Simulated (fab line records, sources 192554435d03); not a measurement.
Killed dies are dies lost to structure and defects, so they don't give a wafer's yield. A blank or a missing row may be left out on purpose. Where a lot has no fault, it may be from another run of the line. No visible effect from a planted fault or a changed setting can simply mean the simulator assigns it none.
The same fault as seen by 2 desks -- flow n5-finfet -- each desk holds nothing but its own numbers, with what lay behind them at the end

## METROLOGY DESK
Lot by lot, what the gauges showed, no matter which tool ran the lot: averages of those sampled wafers that carry a number. If a lot's mean is further than 4 standard deviations from the usual mean, the lot is out of limits and carries the mark OUT (the distance appears in the brackets). Shown here are 7 of its 10 readings, the ones lying furthest out on some lot.
Columns: A = DIBL_N at N5_BEOL_M4_RC_MEAS_101, usual 36.2 mV/V; B = DIBL_P at N5_BEOL_M4_RC_MEAS_101, usual 36.1 mV/V; C = IOFF_N at N5_BEOL_M4_RC_MEAS_101, usual 0.16 nA/um; D = IOFF_P at N5_BEOL_M4_RC_MEAS_101, usual 0.22 nA/um; E = ION_N at N5_BEOL_M4_RC_MEAS_101, usual 672 uA/um; F = SS_N at N5_BEOL_M4_RC_MEAS_101, usual 71.4 mV/dec; G = VT_N at N5_BEOL_M4_RC_MEAS_101, usual 250 mV
lot,first seen here,A,B,C,D,E,F,G
L893,day 8 07:38,35.6,34.7,0.14,0.22,666,71.3,251
L902,day 10 18:32,35.7,36.5,0.17,0.22,678,71.9,248
L913,day 13 06:49,35.4,34.7,0.14,0.19,667,71.3,253
Finding of this desk: none of the 3 lots has anything out of limits.

## DESK OF THE TOOL OWNER: pecvd-02
The tool's own readings at N5_BEOL_M1_PECVD_72 (deposits SiO2 from TEOS/O2, target thk 16 nm, time 18 s): means of the sampled wafers that have a number, for each lot that ran on this tool. If a lot's mean is further than 4 standard deviations from the usual mean, the lot is out of limits and carries the mark OUT (the distance appears in the brackets).
Columns: A = heater-power-w at N5_BEOL_M1_PECVD_72, usual 735 W; B = showerhead-plenum-p-Torr at N5_BEOL_M1_PECVD_72, usual 8.82 Torr; C = throttle-valve-pct at N5_BEOL_M1_PECVD_72, usual 22.6 %
lot,first seen here,A,B,C
L893,day 6 10:34,743,8.82,23.1
L902,day 8 19:41,749,8.76,24.0
Finding of this desk: none of the 2 lots has anything out of limits.

## TAKEN TOGETHER
Nothing out of limits was seen by the metrology desk.
The tool owner's desk saw nothing out of limits.

## WHAT THE SIMULATOR HAD INSERTED
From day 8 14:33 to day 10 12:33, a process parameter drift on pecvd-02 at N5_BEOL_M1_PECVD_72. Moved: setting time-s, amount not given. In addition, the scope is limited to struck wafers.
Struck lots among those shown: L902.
